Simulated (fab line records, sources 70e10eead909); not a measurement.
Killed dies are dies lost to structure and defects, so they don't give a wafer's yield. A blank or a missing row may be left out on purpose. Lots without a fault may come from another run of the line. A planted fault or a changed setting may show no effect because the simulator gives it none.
fab line records | flow nand_harc
record lots=15 wafers=45 last_day=24
route steps=1159 shown A_M0@1006
lots that met no fault: from a run of the same line without faults
start_h: hours from the record's first day to the start of the lot's first wafer shown | wait_h: hours since the lot's step before | " the same as in the row above | L1.1+2: a row that stands for several wafers | - no value, or no start given | * or withheld: withheld | < > ~ a bound
route shown NAME@n: a module of which the file shows steps, and the number in the route of the first | usual: mean/standard deviation of fault-free wafers | same: alike in all rows | chamber/n: place in a boat | sites: the reading at each site | _std_site: their standard deviation | _edge_site: outer sites' mean less inner sites' | radius_mm: how far each site lies from the wafer's centre | mask NAME#n: copy n | behind: the tool/chamber that last shaped the wafer | hold: why the lot was held/for how many hours/how that ended | device: the transistor (n, p or np) that didn't switch | end of line: the same wafers' tests at the end of the route | a step without rows: its recipe alone | killed: dies lost to structure and defects at the first sort, not the wafer's yield | map: a wafer's dies, x killed, . not, _ none there
set.NAME: the setting as run; set.NAME@STEP: as run at that earlier step | model.NAME: the simulator's own value behind a step, which no gauge read
steps of the route over a sample of lots; a table a step, a row a wafer
services: from which hour (start_h, from the record's first day; less than 0 if before it) a tool's chamber was out of use, for how many hours, and why
## steps
# step NHARC_A_M0_INSPECT_11
# usual raw_defect_count=31/16
# columns lot.wafer tool chamber start_h wait_h raw_defect_count
L438.2 defect_inspect-02 - 408.44 0.1 28
L438.4 " - " " 28
L438.5 " - " " 34
L439.3 defect_inspect-02 - 409.00 0.0 21
L439.4 " - " " 25
L439.6 " - " " 21
L440.2 defect_inspect-02 - 420.52 0.0 26
L440.4 " - " " 29
L440.5 " - " " 31
L442.3 defect_inspect-01 - 420.68 0.0 22
L442.4 " - " " 12
L442.5 " - " " 16
L441.1 defect_inspect-01 - 429.97 0.0 18
L441.2 " - " " 22
L441.4 " - " " 22
L443.1 defect_inspect-02 - 439.18 0.0 36
L443.5 " - " " 35
L443.6 " - " " 21
L447.1 defect_inspect-01 - 456.21 0.0 72
L447.3 " - " " 38
L447.5 " - " " 42
L446.3 defect_inspect-01 - 456.68 0.0 14
L446.4 " - " " 9
L446.6 " - " " 17
L448.1 defect_inspect-01 - 460.99 0.0 25
L448.3 " - " " 15
L448.6 " - " " 22
L449.3 defect_inspect-01 - 464.28 0.0 18
L449.4 " - " " 10
L449.5 " - " " 14
L450.2 defect_inspect-01 - 467.83 0.0 50
L450.4 " - " " 54
L450.6 " - " " 47
L452.1 defect_inspect-02 - 476.16 0.0 40
L452.4 " - " " 45
L452.5 " - " " 45
L454.1 defect_inspect-02 - 493.49 0.0 10
L454.2 " - " " 9
L454.6 " - " " 16
L453.1 defect_inspect-01 - 493.88 0.0 56
L453.2 " - " " 29
L453.4 " - " " 60
L461.1 defect_inspect-01 - 531.75 0.0 20
L461.2 " - " " 19
L461.4 " - " " 17
# step NHARC_A_M0_PVD_20
# recipe target_thk_a=50 bias_v=168.6 power_w=15000 chamber_pressure_pa=0.12 time_s=8.06 substrate_temp_c=50 material=TaN
# usual bias_v=168.4/1.6 cathode_dc_power_W=15000/2.8 throttle_valve_pct=30.1/0.83
# columns lot.wafer tool chamber start_h wait_h bias_v cathode_dc_power_W throttle_valve_pct
L438.2 pvd_sputter-03 - 409.53 - 166.4 14998 32.0
L438.4 " - " " 168.3 15000 29.9
L438.5 " - " " 167.4 15004 32.2
L439.3 pvd_sputter-03 - 410.10 - 169.5 14999 29.8
L439.4 " - " " 166.6 14998 29.6
L439.6 " - " " 170.1 15003 32.0
L440.2 pvd_sputter-01 - 421.61 - 168.8 14995 28.9
L440.4 " - " " 165.7 15003 29.7
L440.5 " - " " 170.9 15000 29.0
L442.3 pvd_sputter-02 - 421.81 - 168.1 14998 28.7
L442.4 " - " " 165.5 14997 30.6
L442.5 " - " " 170.3 14997 30.2
L441.4 pvd_sputter-03 - 431.06 - 165.8 14998 31.8
L441.2 " - " " 167.8 15004 29.9
L441.1 " - " " 168.9 15003 29.6
L443.1 pvd_sputter-03 - 440.33 - 166.5 15002 30.2
L443.6 " - " " 167.9 15000 32.0
L443.5 " - " " 169.9 14999 29.9
L447.3 pvd_sputter-02 - 457.30 - 168.9 14999 30.7
L447.1 " - " " 168.8 15009 30.3
L447.5 " - " " 170.6 14998 30.9
L446.3 pvd_sputter-01 - 457.77 - 168.0 15001 29.8
L446.4 " - " " 168.7 15003 28.7
L446.6 " - " " 166.4 14999 29.8
L448.3 pvd_sputter-02 - 462.21 - 169.6 14999 30.6
L448.1 " - " " 169.2 15002 30.7
L448.6 " - " " 168.6 15004 28.6
L449.3 pvd_sputter-01 - 465.44 - 165.1 15001 29.0
L449.4 " - " " 171.4 14997 29.7
L449.5 " - " " 169.9 14996 29.1
L450.2 pvd_sputter-03 - 468.93 - 169.2 14999 30.4
L450.4 " - " " 169.4 15000 29.5
L450.6 " - " " 169.9 14999 30.3
L452.1 pvd_sputter-03 - 477.48 - - - -
L452.4 " - " " - - -
L452.5 " - " " - - -
L454.1 pvd_sputter-02 - 494.59 - - - -
L454.2 " - " " - - -
L454.6 " - " " - - -
L453.4 pvd_sputter-03 - 495.00 - - - -
L453.1 " - " " - - -
L453.2 " - " " - - -
L461.1 pvd_sputter-01 - 532.83 - 168.7 15001 29.8
L461.2 " - " " 166.3 15003 30.0
L461.4 " - " " 170.4 14999 30.4
# step NHARC_A_M0_CMP_23
# recipe t_overpolish_s=20 target_thk_nm=113.75
# usual edge_zone_pressure_frac=1.000/0.0053 motor_current_A=11.9/1.3 time_to_endpoint_s=29.2/1.8
# columns lot.wafer tool chamber start_h wait_h edge_zone_pressure_frac motor_current_A time_to_endpoint_s
L438.2 cmp-01 0 410.50 - 1.002 11.7 30.8
L438.4 " 2 " " 1.003 11.1 29.6
L438.5 " 0 " " 1.001 11.7 34.0
L439.4 cmp-01 3 411.17 - 0.998 11.1 30.5
L439.3 " 2 " " 0.997 12.1 29.2
L439.6 " 3 " " 0.996 11.2 31.0
L440.2 cmp-01 1 422.80 - 0.996 11.9 29.9
L440.4 " 2 " " 0.992 11.5 31.3
L440.5 " 1 " " 0.997 11.5 29.9
L442.3 cmp-04 3 422.82 - 1.000 11.9 27.2
L442.4 " 2 " " 1.002 12.8 26.5
L442.5 " 3 " " 0.995 12.0 25.3
L441.4 cmp-01 3 432.08 - 0.996 11.0 30.4
L441.2 " 0 " " 1.001 11.7 32.0
L441.1 " 2 " " 1.004 11.8 30.4
L443.1 cmp-04 0 441.39 - 0.997 15.2 29.7
L443.5 " 3 " " 1.001 12.3 28.6
L443.6 " 0 " " 1.003 15.2 27.5
L447.1 cmp-02 2 458.30 - 1.002 10.3 31.3
L447.3 " 0 " " 1.003 12.4 26.2
L447.5 " 3 " " 0.996 12.4 28.8
L446.4 cmp-01 3 458.80 - 0.994 11.6 27.5
L446.3 " 0 " " 1.007 11.9 29.3
L446.6 " 2 " " 0.997 11.5 26.5
L448.3 cmp-04 3 463.19 - 0.998 12.1 28.5
L448.1 " 0 " " 1.000 14.7 30.1
L448.6 " 0 " " 1.001 14.5 31.4
L449.4 cmp-02 1 466.49 - 0.994 11.3 28.0
L449.3 " 2 " " 1.008 11.2 29.5
L449.5 " 0 " " 1.006 12.4 29.6
L450.2 cmp-01 0 469.90 - 1.002 11.4 29.1
L450.4 " 2 " " 1.000 11.9 29.0
L450.6 " 1 " " 1.006 12.3 26.4
L452.1 cmp-01 3 478.45 - 0.991 10.8 28.9
L452.4 " 0 " " 0.993 11.9 31.2
L452.5 " 0 " " 0.994 11.5 28.0
L454.2 cmp-02 2 495.62 - 0.993 10.9 29.2
L454.1 " 3 " " 0.997 12.7 31.5
L454.6 " 1 " " 1.001 10.4 32.7
L453.2 cmp-04 2 496.01 - 1.002 12.5 28.6
L453.4 " 3 " " 0.997 12.2 29.1
L453.1 " 0 " " 1.001 15.3 27.4
L461.4 cmp-02 0 533.91 - 0.990 12.4 29.3
L461.1 " 1 " " 0.998 11.0 30.1
L461.2 " 3 " " 1.004 13.0 32.6
# step NHARC_A_M0_PRE_CLEAN_31
# recipe time_s=12 temp_c=370 rf_power_w=300 gas=NH3
# usual heater_power_w=634/69
# columns lot.wafer tool chamber start_h wait_h heater_power_w
L438.2 pecvd-04 1 411.08 0.1 567
L438.4 " 2 " " 623
L438.5 " 1 " " 567
L439.3 pecvd-04 0 411.70 0.1 449
L439.6 " 0 " " 442
L439.4 " 2 " " 610
L440.2 pecvd-03 2 423.36 0.1 640
L440.4 " 0 " " 661
L440.5 " 1 " " 660
L442.3 pecvd-04 2 423.37 0.1 646
L442.5 " 2 " " 625
L442.4 " 0 " " 468
L441.1 pecvd-01 0 432.64 0.1 678
L441.2 " 2 " " 775
L441.4 " 2 " " 768
L443.1 pecvd-03 1 441.93 0.1 648
L443.6 " 1 " " 646
L443.5 " 2 " " 614
L447.1 pecvd-01 1 458.85 0.1 649
L447.3 " 0 " " 635
L447.5 " 1 " " 643
L446.3 pecvd-01 0 459.32 0.1 646
L446.4 " 2 " " 658
L446.6 " 0 " " 653
L448.3 pecvd-01 2 463.75 0.1 713
L448.1 " 0 " " 655
L448.6 " 0 " " 648
L449.3 pecvd-03 0 467.04 0.1 671
L449.4 " 0 " " 662
L449.5 " 1 " " 679
L450.2 pecvd-01 0 471.00 0.6 653
L450.6 " 2 " " 758
L450.4 " 0 " " 627
L452.1 pecvd-01 1 479.00 0.1 646
L452.4 " 0 " " 693
L452.5 " 1 " " 625
L454.2 pecvd-01 2 496.10 0.1 700
L454.1 " 0 " " 666
L454.6 " 0 " " 677
L453.1 pecvd-01 1 496.54 0.1 625
L453.2 " 0 " " 600
L453.4 " 1 " " 643
L461.1 pecvd-03 1 534.45 0.1 623
L461.2 " 2 " " 706
L461.4 " 0 " " 637
## services
# columns tool chamber start_h hours kind
pvd_sputter-02 - 392.00 10.0 pm
cmp-02 - 395.42 4.4 repair
cmp-04 - 398.44 1.2 repair
cmp-04 - 401.00 4.0 pm
pecvd-01 - 418.00 13.0 pm
pecvd-01 0 418.00 13.0 vent_cycle
pecvd-01 1 418.00 13.0 vent_cycle
pecvd-01 2 418.00 13.0 vent_cycle
cmp-02 - 422.63 4.0 pm
pecvd-01 0 431.00 - clean
pecvd-01 1 431.00 - clean
pecvd-01 2 431.00 - clean
cmp-01 - 440.48 1.1 repair
pvd_sputter-03 - 442.30 5.5 repair
pecvd-04 1 447.21 6.6 repair
pvd_sputter-03 - 458.00 10.0 pm
pecvd-01 0 467.49 1.9 repair
pecvd-03 - 473.01 13.0 pm
cmp-01 - 473.65 4.0 pm
cmp-04 - 499.00 4.0 pm
cmp-01 - 508.99 1.4 repair
pvd_sputter-01 - 514.00 10.0 pm
pecvd-03 - 514.20 3.1 repair
cmp-02 - 520.63 4.0 pm
## key
first_sign step=NHARC_A_M0_PVD_20 reading=tool_record direction=missing
effect none on later readings
met_at NHARC_A_M0_PVD_20
struck_lots L452,L453,L454
later_rows_left_out L452.1,L452.4,L452.5,L453.1,L453.2,L453.4,L454.1,L454.2,L454.6
sort_left_out L452.1,L452.4,L452.5,L453.1,L453.2,L453.4,L454.1,L454.2,L454.6
not_acting_at NHARC_A_M0_INSPECT_11,NHARC_A_M0_CMP_23,NHARC_A_M0_PRE_CLEAN_31
onset_between 468.93 477.48
fault kind=skipped_step_whole tool=pvd_sputter-02,pvd_sputter-03 chamber=- onset_h=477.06 steps=NHARC_A_M0_PVD_20 scope=struck_lots_only
# sort_left_out: the simulated sort isn't trusted on such a fault, so these wafers' sort isn't shown, and their yield isn't known
# later_rows_left_out: the simulator's readings of these wafers behind a module that went badly wrong aren't trusted and aren't shown, but for the sort
